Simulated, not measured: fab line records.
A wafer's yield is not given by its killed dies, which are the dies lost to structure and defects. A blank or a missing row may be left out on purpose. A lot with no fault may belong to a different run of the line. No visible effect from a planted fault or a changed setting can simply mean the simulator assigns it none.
Split-lot study :: flow n5-finfet :: route with 1938 steps; 7 lots, 21 wafers read

THE SPLIT ITSELF
At N5_MOL_CONTACT_COAG_EXPOSE_81 (exposes mask VG, defocus 0 nm), the setting dose-mj was moved away from the recipe's 59.5 on 7 of the 21 wafers read, by -6.4% to +6.2%. This setting was run at the recipe's value on the other wafers.

FROM THE SPLIT TO THE READING: what the file shows between them, 2 steps
- N5_MOL_CONTACT_COAG_PEB_82: peb time 60 s
- N5_MOL_CONTACT_COAG_DEVELOP_83: develop time 30 s

THE READING
cd-nm (nm) at N5_MOL_CONTACT_COAG_CD_MEAS_84, where the cd target is 25.1 nm. On this fab line, fault-free wafers typically give 25.11 nm with a standard deviation of 0.26 nm.

wafer: L078.4
tool, chamber at the split: euv-scanner-01, 0
dose-mj as run: 59.5
against the recipe: recipe
cd-nm, nm: 24.69
against lot-mates on the recipe: -

wafer: L078.5
tool, chamber at the split: euv-scanner-01, 0
dose-mj as run: 59.5
against the recipe: recipe
cd-nm, nm: 25.46
against lot-mates on the recipe: -

wafer: L078.6
tool, chamber at the split: euv-scanner-01, 0
dose-mj as run: 55.71
against the recipe: -6.4%
cd-nm, nm: 23.47
against lot-mates on the recipe: -1.61

wafer: L080.1
tool, chamber at the split: euv-scanner-02, 0
dose-mj as run: 58.36
against the recipe: -1.9%
cd-nm, nm: 24.13
against lot-mates on the recipe: -1.36

wafer: L080.2
tool, chamber at the split: euv-scanner-02, 0
dose-mj as run: 59.5
against the recipe: recipe
cd-nm, nm: 25.49
against lot-mates on the recipe: -

wafer: L080.6
tool, chamber at the split: euv-scanner-02, 0
dose-mj as run: 58.36
against the recipe: -1.9%
cd-nm, nm: 24.55
against lot-mates on the recipe: -0.94

wafer: L081.1
tool, chamber at the split: euv-scanner-01, 0
dose-mj as run: 59.5
against the recipe: recipe
cd-nm, nm: 25.14
against lot-mates on the recipe: -

wafer: L081.3
tool, chamber at the split: euv-scanner-01, 0
dose-mj as run: 59.5
against the recipe: recipe
cd-nm, nm: 24.76
against lot-mates on the recipe: -

wafer: L081.5
tool, chamber at the split: euv-scanner-01, 0
dose-mj as run: 59.5
against the recipe: recipe
cd-nm, nm: 25.45
against lot-mates on the recipe: -

wafer: L083.1
tool, chamber at the split: euv-scanner-02, 0
dose-mj as run: 59.5
against the recipe: recipe
cd-nm, nm: 25.03
against lot-mates on the recipe: -

wafer: L083.2
tool, chamber at the split: euv-scanner-02, 0
dose-mj as run: 56.11
against the recipe: -5.7%
cd-nm, nm: 23.85
against lot-mates on the recipe: -1.31

wafer: L083.4
tool, chamber at the split: euv-scanner-02, 0
dose-mj as run: 59.5
against the recipe: recipe
cd-nm, nm: 25.29
against lot-mates on the recipe: -

wafer: L084.2
tool, chamber at the split: euv-scanner-01, 0
dose-mj as run: 59.5
against the recipe: recipe
cd-nm, nm: 25.03
against lot-mates on the recipe: -

wafer: L084.5
tool, chamber at the split: euv-scanner-01, 0
dose-mj as run: 59.5
against the recipe: recipe
cd-nm, nm: 25.00
against lot-mates on the recipe: -

wafer: L084.6
tool, chamber at the split: euv-scanner-01, 0
dose-mj as run: 59.5
against the recipe: recipe
cd-nm, nm: 25.10
against lot-mates on the recipe: -

wafer: L088.1
tool, chamber at the split: euv-scanner-02, 0
dose-mj as run: 59.5
against the recipe: recipe
cd-nm, nm: 25.28
against lot-mates on the recipe: -

wafer: L088.3
tool, chamber at the split: euv-scanner-02, 0
dose-mj as run: 63.18
against the recipe: +6.2%
cd-nm, nm: 26.55
against lot-mates on the recipe: +1.27

wafer: L088.4
tool, chamber at the split: euv-scanner-02, 0
dose-mj as run: 63.18
against the recipe: +6.2%
cd-nm, nm: 26.46
against lot-mates on the recipe: +1.18

wafer: L091.1
tool, chamber at the split: euv-scanner-01, 0
dose-mj as run: 59.5
against the recipe: recipe
cd-nm, nm: 24.80
against lot-mates on the recipe: -

wafer: L091.4
tool, chamber at the split: euv-scanner-01, 0
dose-mj as run: 60.65
against the recipe: +1.9%
cd-nm, nm: 25.65
against lot-mates on the recipe: +0.82

wafer: L091.6
tool, chamber at the split: euv-scanner-01, 0
dose-mj as run: 59.5
against the recipe: recipe
cd-nm, nm: 24.86
against lot-mates on the recipe: -

FIT RESULTS
A straight line over all 21 wafers: cd-nm changes by +0.242 nm for each +1% of dose-mj; r = +0.94; the points scatter about the line by 0.25 nm.
The same after taking each lot's own level away (the mean of its wafers on the recipe; 21 wafers): +0.241 nm for each +1%; r = +0.92; scatter 0.31 nm.
On that fit, the largest move of dose-mj shifts the reading by 1.5 nm.
Across the lots, their own levels run from 24.830 to 25.490 nm, a range of 2.5 times the standard deviation given above.
The two slopes are in agreement: the lot-to-lot level therefore moves the slope only a little.
Check: for one of the wafers moved furthest among these (-6.4%), held out of the fit, the line's prediction against its lot-mates is -1.61 nm. It came out at -1.61 nm against them.

ADDITIONAL SPLITS CARRIED BY THESE WAFERS
Before the reading, these wafers also passed through other splits. Each is held against what the fit with the lots' levels taken away leaves over:
other split on the same wafers: N5_HKMG_FIN_COAT_43 spin-rpm
wafers away from the commonest value: 7
r with cd-nm (lot level and that fit taken away): +0.08

other split on the same wafers: N5_HKMG_FIN_PEB_10 peb-time-s
wafers away from the commonest value: 8
r with cd-nm (lot level and that fit taken away): +0.50

other split on the same wafers: N5_GATE_CUT_ALD_22 ald-cycles
wafers away from the commonest value: 7
r with cd-nm (lot level and that fit taken away): +0.06

FILE'S OWN FIT
cd-nm changes by +0.245 nm for each +1% of dose-mj, r = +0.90.
